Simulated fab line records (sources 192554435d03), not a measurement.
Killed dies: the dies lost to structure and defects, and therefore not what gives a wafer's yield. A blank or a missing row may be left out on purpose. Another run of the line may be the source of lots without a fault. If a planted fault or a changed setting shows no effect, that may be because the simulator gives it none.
Lot-split experiment / flow n5 finfet / route with 1938 steps; 7 lots, 39 wafers read

## THE SPLIT ITSELF
At N5_BEOL_M15_ILD_DEP_00 (deposits SiO2 from TEOS/O2, target thk 1629.3 nm, time 346.1 s), the setting target thk a was moved away from the recipe's 16293 angstrom on 18 of the 39 wafers read, by -32.3% to +56.3%. This setting was run at the recipe's value on the other wafers.

## FROM THE SPLIT TO THE READING: what the file shows between them, 10 steps
- N5_BEOL_M15_THK_MEAS_01
- N5_BEOL_M15_COAT_58: time 60 s, resist thk 89 nm
- N5_BEOL_M15_COAT_04: resist thk 800 nm
- N5_BEOL_M15_DESCUM_15: chemistry O2, time 7.9 s
- N5_BEOL_M15_ETCH_59: etches BARC in N2/H2, target depth 89 nm, overetch 26.7 nm, time 67.9 s
- N5_BEOL_M15_VIA_ETCH_16: etches SiO2 in C4F8/O2/Ar, target depth 1792.2 nm
- N5_BEOL_M15_STRIP_63: strips in O2
- N5_BEOL_M15_STRIP_64: strips in O2
- N5_BEOL_M15_STRIP_65: strips in post etch residue remover, time 60 s
- N5_BEOL_M15_SRD_66: time 30 s, dry time 30 s

## THE READING
cd nm (nm) at N5_BEOL_M15_CD_MEAS_17, where the cd target is 360 nm. Fault-free wafers of this fab line usually give 360.1 nm, standard deviation 1.9 nm.

wafer=L079.1; tool, chamber at the split=pecvd-04, 2; target thk a as run, angstrom=16293; against the recipe=recipe; cd nm, nm=358.1; against lot-mates on the recipe=-
wafer=L079.5; tool, chamber at the split=pecvd-04, 1; target thk a as run, angstrom=16293; against the recipe=recipe; cd nm, nm=357.6; against lot-mates on the recipe=-
wafer=L079.6; tool, chamber at the split=pecvd-04, 0; target thk a as run, angstrom=16293; against the recipe=recipe; cd nm, nm=357.5; against lot-mates on the recipe=-
wafer=L081.1; tool, chamber at the split=pecvd-02, 0; target thk a as run, angstrom=16293; against the recipe=recipe; cd nm, nm=360.7; against lot-mates on the recipe=-
wafer=L081.2; tool, chamber at the split=pecvd-02, 2; target thk a as run, angstrom=22720; against the recipe=+39.4%; cd nm, nm=367.4; against lot-mates on the recipe=+6.6
wafer=L081.3; tool, chamber at the split=pecvd-02, 1; target thk a as run, angstrom=22720; against the recipe=+39.4%; cd nm, nm=365.0; against lot-mates on the recipe=+4.2
wafer=L081.4; tool, chamber at the split=pecvd-02, 1; target thk a as run, angstrom=22720; against the recipe=+39.4%; cd nm, nm=365.0; against lot-mates on the recipe=+4.2
wafer=L081.5; tool, chamber at the split=pecvd-02, 2; target thk a as run, angstrom=16293; against the recipe=recipe; cd nm, nm=361.6; against lot-mates on the recipe=-
wafer=L081.6; tool, chamber at the split=pecvd-02, 0; target thk a as run, angstrom=16293; against the recipe=recipe; cd nm, nm=360.1; against lot-mates on the recipe=-
wafer=L084.1; tool, chamber at the split=pecvd-02, 1; target thk a as run, angstrom=16293; against the recipe=recipe; cd nm, nm=358.0; against lot-mates on the recipe=-
wafer=L084.2; tool, chamber at the split=pecvd-02, 0; target thk a as run, angstrom=11030; against the recipe=-32.3%; cd nm, nm=355.9; against lot-mates on the recipe=-2.7
wafer=L084.3; tool, chamber at the split=pecvd-02, 2; target thk a as run, angstrom=11030; against the recipe=-32.3%; cd nm, nm=354.2; against lot-mates on the recipe=-4.4
wafer=L084.4; tool, chamber at the split=pecvd-02, 1; target thk a as run, angstrom=16293; against the recipe=recipe; cd nm, nm=359.5; against lot-mates on the recipe=-
wafer=L084.5; tool, chamber at the split=pecvd-02, 0; target thk a as run, angstrom=16293; against the recipe=recipe; cd nm, nm=358.3; against lot-mates on the recipe=-
wafer=L084.6; tool, chamber at the split=pecvd-02, 2; target thk a as run, angstrom=11030; against the recipe=-32.3%; cd nm, nm=356.3; against lot-mates on the recipe=-2.3
wafer=L082.1; tool, chamber at the split=pecvd-04, 0; target thk a as run, angstrom=16293; against the recipe=recipe; cd nm, nm=359.6; against lot-mates on the recipe=-
wafer=L082.2; tool, chamber at the split=pecvd-04, 1,2; target thk a as run, angstrom=21120; against the recipe=+29.6%; cd nm, nm=365.6; against lot-mates on the recipe=+7.7
wafer=L082.3; tool, chamber at the split=pecvd-04, 2; target thk a as run, angstrom=16293; against the recipe=recipe; cd nm, nm=358.1; against lot-mates on the recipe=-
wafer=L082.4; tool, chamber at the split=pecvd-04, 1,2; target thk a as run, angstrom=21120; against the recipe=+29.6%; cd nm, nm=362.3; against lot-mates on the recipe=+4.4
wafer=L082.5; tool, chamber at the split=pecvd-04, 0; target thk a as run, angstrom=16293; against the recipe=recipe; cd nm, nm=356.0; against lot-mates on the recipe=-
wafer=L082.6; tool, chamber at the split=pecvd-04, 1; target thk a as run, angstrom=21120; against the recipe=+29.6%; cd nm, nm=364.4; against lot-mates on the recipe=+6.5
wafer=L087.1; tool, chamber at the split=pecvd-02, 0; target thk a as run, angstrom=16293; against the recipe=recipe; cd nm, nm=361.4; against lot-mates on the recipe=-
wafer=L087.2; tool, chamber at the split=pecvd-02, 1; target thk a as run, angstrom=16293; against the recipe=recipe; cd nm, nm=358.6; against lot-mates on the recipe=-
wafer=L087.3; tool, chamber at the split=pecvd-02, 2; target thk a as run, angstrom=24770; against the recipe=+52.0%; cd nm, nm=372.2; against lot-mates on the recipe=+13.1
wafer=L087.4; tool, chamber at the split=pecvd-02, 0; target thk a as run, angstrom=24770; against the recipe=+52.0%; cd nm, nm=369.9; against lot-mates on the recipe=+10.8
wafer=L087.5; tool, chamber at the split=pecvd-02, 1; target thk a as run, angstrom=16293; against the recipe=recipe; cd nm, nm=357.3; against lot-mates on the recipe=-
wafer=L087.6; tool, chamber at the split=pecvd-02, 2; target thk a as run, angstrom=24770; against the recipe=+52.0%; cd nm, nm=370.0; against lot-mates on the recipe=+10.9
wafer=L091.1; tool, chamber at the split=pecvd-02, 2; target thk a as run, angstrom=25460; against the recipe=+56.3%; cd nm, nm=369.1; against lot-mates on the recipe=+11.1
wafer=L091.2; tool, chamber at the split=pecvd-02, 0; target thk a as run, angstrom=25460; against the recipe=+56.3%; cd nm, nm=368.4; against lot-mates on the recipe=+10.4
wafer=L091.3; tool, chamber at the split=pecvd-02, 1; target thk a as run, angstrom=16293; against the recipe=recipe; cd nm, nm=357.9; against lot-mates on the recipe=-
wafer=L091.4; tool, chamber at the split=pecvd-02, 0; target thk a as run, angstrom=25460; against the recipe=+56.3%; cd nm, nm=367.0; against lot-mates on the recipe=+9.0
wafer=L091.5; tool, chamber at the split=pecvd-02, 1; target thk a as run, angstrom=16293; against the recipe=recipe; cd nm, nm=359.1; against lot-mates on the recipe=-
wafer=L091.6; tool, chamber at the split=pecvd-02, 2; target thk a as run, angstrom=16293; against the recipe=recipe; cd nm, nm=357.0; against lot-mates on the recipe=-
wafer=L096.1; tool, chamber at the split=pecvd-02, 2; target thk a as run, angstrom=16293; against the recipe=recipe; cd nm, nm=361.2; against lot-mates on the recipe=-
wafer=L096.2; tool, chamber at the split=pecvd-02, 0; target thk a as run, angstrom=24980; against the recipe=+53.3%; cd nm, nm=368.5; against lot-mates on the recipe=+9.1
wafer=L096.3; tool, chamber at the split=pecvd-02, 1; target thk a as run, angstrom=16293; against the recipe=recipe; cd nm, nm=357.9; against lot-mates on the recipe=-
wafer=L096.4; tool, chamber at the split=pecvd-02, 1; target thk a as run, angstrom=16293; against the recipe=recipe; cd nm, nm=359.1; against lot-mates on the recipe=-
wafer=L096.5; tool, chamber at the split=pecvd-02, 2; target thk a as run, angstrom=24980; against the recipe=+53.3%; cd nm, nm=363.9; against lot-mates on the recipe=+4.5
wafer=L096.6; tool, chamber at the split=pecvd-02, 0; target thk a as run, angstrom=24980; against the recipe=+53.3%; cd nm, nm=366.8; against lot-mates on the recipe=+7.4
If several chambers appear in one row, that row covers several wafers at once and the file leaves open which wafer was in which chamber.

FIT RESULTS
A straight line over all 39 wafers: cd nm changes by +0.165 nm for each +1% of target thk a; r = +0.93; the points scatter about the line by 1.8 nm.
The same after taking each lot's own level away (the mean of its wafers on the recipe; 39 wafers): +0.16 nm for each +1%; r = +0.93; scatter 1.8 nm.
Per that fit: largest target thk a move, reading shift of 9 nm.
Across the lots, their own levels run from 357.73 to 360.80 nm, a range of 1.6 times the standard deviation given above.
Consequently the slope shifts little with the lot-to-lot level, the two slopes agreeing.
Check: +9.24 nm against its lot-mates is what the line predicts for one of the wafers moved furthest among these (+56.3%) when that wafer is left out of the fit. Against them it came out at +11.1 nm.

## THE WHOLE CHAIN: every reading that the file lists as answering this split, in the file's order
step=N5_BEOL_M15_ILD_DEP_00; what it does=deposits SiO2 from TEOS/O2, target thk 1629.3 nm, time 346.1 s; reading=SiO2_of_BEOL_M15_ILD_DEP_00.thk nm (the simulator's own value, which no gauge read); change (the file's fit)=+16.3 nm for each +1% of the setting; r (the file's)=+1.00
step=N5_BEOL_M15_THK_MEAS_01; what it does=; reading=M15_ILD_THK; change (the file's fit)=+16.3 for each +1% of the setting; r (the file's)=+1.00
step=N5_BEOL_M15_VIA_ETCH_16; what it does=etches SiO2 in C4F8/O2/Ar, target depth 1792.2 nm; reading=etch.depth nm (the simulator's own value, which no gauge read); change (the file's fit)=+16.3 nm for each +1% of the setting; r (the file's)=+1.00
step=N5_BEOL_M15_VIA_ETCH_16; what it does=etches SiO2 in C4F8/O2/Ar, target depth 1792.2 nm; reading=coat_of_BEOL_M15_COAT_04.thk nm (the simulator's own value, which no gauge read); change (the file's fit)=-3.83 nm for each +1% of the setting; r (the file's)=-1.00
step=N5_BEOL_M15_CD_MEAS_17; what it does=target cd 360 nm; reading=cd nm; change (the file's fit)=+0.167 nm for each +1% of the setting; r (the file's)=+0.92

## THE FILE'S OWN FIT
cd nm changes by +0.167 nm for each +1% of target thk a, r = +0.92.
